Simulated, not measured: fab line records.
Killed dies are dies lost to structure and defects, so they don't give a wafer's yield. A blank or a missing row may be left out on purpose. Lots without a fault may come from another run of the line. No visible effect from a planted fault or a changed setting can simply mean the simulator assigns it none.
Struck lot and sound lot, side by side ; flow n5 finfet ; 42 out of 1938 route steps
Sound: wafers L646.2, L646.4, L646.6. Struck: wafer L644.2 (L644.3, L644.4, from the same lot, were not struck and are left out); the cause is given at the end.
For every step that has rows: the tool of each side, followed by ch and its chambers, followed by its first start. Under that, the readings that differ: sound wafers ; struck wafers ; difference of the means ; sigmas: that difference in standard deviations of wafers without a fault.
alike: same words and numbers on both sides, and readings whose means sit less than 2 such deviations apart. not compared: any withheld reading, any reading some wafer has no value for, any bound like >300 that may hide the same value, and any number with overlapping values for which the record gives no deviation.
The two part at a step that has a row with sigmas, a row that says differs or no value, or rows on one side only. Non-overlapping numbers with no deviation appear without sigmas and do not part them. A reading that every wafer of one side lacks parts them only if that side has two wafers or more.

first, 11 steps without rows for these wafers: N5_BEOL_M1_DESCUM_33 (chemistry O2, time 7 s); N5_BEOL_M1_ETCH_77 (etches underlayer in N2/H2, target depth 6.5 nm, time 5.2 s); N5_BEOL_M1_ETCH_69 (etches SiARC in CF4, target depth 15.6 nm, time 26 s); N5_BEOL_M1_ALD_98 (deposits SiO2, target thk 2.5 nm, pulse time 1 s, co reactant pulse time 1 s); N5_BEOL_M1_ETCHBACK_99 (etches SiO2 in CHF3, target depth 5 nm, time 10.4 s); N5_BEOL_M1_ETCH_70 (etches SOC in N2/H2, target depth 80 nm, overetch 16 nm, time 120 s); N5_BEOL_M1_STRIP_71 (strips in N2/H2); N5_BEOL_M1_STRIP_78 (strips in N2/H2); N5_BEOL_M1_VIA_ETCH_34 (etches the open film in C4F6/O2, target depth 67.8 nm, time 64.4 s); N5_BEOL_M1_STRIP_83 (strips in C4F6/O2); N5_BEOL_M1_STRIP_36 (strips in N2/H2).
N5_BEOL_M1_TRENCH_ETCH_37: etches SiOC in C4F6/O2, target depth 55.207 nm, time 29 s.
  sound on rie diel-03 ch 0,1,3, day 9 07:38; struck on rie diel-01 ch 0, day 8 13:08
reading;sound;struck;difference;sigmas
drypump motor current A (A);6.1 6.6 6.6;5.5;-0.9;-2
oes product au (a.u.);0.84 0.76 0.87;1.11;+0.29;+4
model.BEOL_M1.feature depth nm (nm);56.8 55 55.2;77.2;+21.5;
model.etch.depth nm (nm);56.78 54.94 55.15;77.14;+21.52;
model.TiN_of_BEOL_M1_HM_DEP_02.thk nm (nm);17.8 17.6 17.8;17.2;-0.5;
  alike: C4F6_flow_sccm, mfc ar sccm, oes_ar_750_au, rf vpp V, showerhead plenum p Torr, throttle valve pct
  not compared: rf hours counter h
then, 2 steps without rows for these wafers: N5_BEOL_M1_ETCH_41 (etches SiCN in CH3F/O2, target depth 31.9 nm, time 57.8 s); N5_BEOL_M1_STRIP_97 (strips in N2/H2, time 10 s).
N5_BEOL_M1_OCD_MEAS_38:
  struck on ocd-01, day 8 13:18; sound on ocd-02, day 9 07:47
reading;sound;struck;difference;sigmas
trench depth nm (nm);56.8 55.0 55.1;77.2;+21.6;+14
then, 25 steps without rows for these wafers: N5_BEOL_M1_HM_STRIP_39 (strips TiN in peroxide tin strip, target depth 25 nm, time 158 s); N5_BEOL_M1_SRD_40 (time 30 s); N5_BEOL_M1_PRECLEAN_42 (cleans in residue remover, time 60 s); N5_BEOL_M1_SRD_43 (time 30 s); N5_BEOL_M1_DEGAS_44 (time 60 s); N5_BEOL_M1_PRE_CLEAN_45 (time 30 s); N5_BEOL_M1_ALD_84 (deposits TaN, pulse time 2 s, purge time 3 s, co reactant purge time 2 s); N5_BEOL_M1_SURFACE_TREAT_85; N5_BEOL_M1_CVD_47 (deposits Co from CCTBA/H2, target thk 3 nm, time 223.8 s); N5_BEOL_M1_SPUTTER_48 (material Cu, target thk 4.5 nm, time 8.29 s); N5_BEOL_M1_ANNEAL_49 (time 240 s); N5_BEOL_M1_SPUTTER_79 (material Cu, target thk 4.5 nm, time 8.29 s); N5_BEOL_M1_ANNEAL_80 (time 240 s); N5_BEOL_M1_SPUTTER_81 (material Cu, target thk 4.5 nm, time 8.29 s); N5_BEOL_M1_ANNEAL_82 (time 240 s); N5_BEOL_M1_SPUTTER_86 (material Cu, target thk 4.5 nm, time 8.29 s); N5_BEOL_M1_ANNEAL_87 (time 240 s); N5_BEOL_M1_SPUTTER_88 (material Cu, target thk 4.5 nm, time 8.29 s); N5_BEOL_M1_ANNEAL_89 (time 240 s); N5_BEOL_M1_SPUTTER_90 (material Cu, target thk 4.5 nm, time 8.29 s); N5_BEOL_M1_ANNEAL_91 (time 240 s); N5_BEOL_M1_SPUTTER_92 (material Cu, target thk 4.5 nm, time 8.29 s); N5_BEOL_M1_ANNEAL_93 (time 240 s); N5_BEOL_M1_SPUTTER_94 (material Cu, target thk 4.5 nm, time 8.29 s); N5_BEOL_M1_ANNEAL_95 (time 240 s).
N5_BEOL_M4_RC_MEAS_101:
  sound on prober-02 ch 0, day 11 02:43; struck on prober-02 ch 0, day 10 06:40
reading;sound;struck;difference;sigmas
SS_N (mV/dec);71.9 72.7 72.7;70.7;-1.7;-2
  alike: DIBL_N, DIBL_P, IOFF_N, IOFF_P, ION_N, ION_P, SS_P, VT_N, VT_P
-- a jump in the record: the struck wafers' starts before and after are 5 days apart (it breaks off in module BEOL_M4 and resumes in module PASSIVATION, where the first step shown is number 1936 of the route) --
N5_PASSIVATION_PROBE_49:
  struck on prober-02, day 15 00:24; sound on prober-01, day 15 11:58
reading;sound;struck;difference;sigmas
defect limited yield (%);91.1 91.4 88.9;66.8;-23.7;-17
killed_at_M0_to_M3;42 46 52;325;+278;+25
killed at contacts;21 25 18;8;-13;-2
killed dies;105 102 131;392;+279;+16
killed on rim;9 16 19;78;+63;+16
sort n pass;1075 1078 1049;788;-279;-16
sort yield pct (%);91.1 91.4 88.9;66.8;-23.7;-16
  alike: killed_at_M4_up, killed at front end, killed at other, killed open, killed short, sort_bin_5_function, sort_bin_6_memory, sort_bin_8_speed

== WHERE THEY PART ==
Earliest at N5_BEOL_M1_TRENCH_ETCH_37; latest, in this record, at N5_PASSIVATION_PROBE_49.

WHY: what the simulator had put in
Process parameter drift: rie diel-01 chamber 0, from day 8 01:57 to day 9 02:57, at N5_BEOL_M1_TRENCH_ETCH_37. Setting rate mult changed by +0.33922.
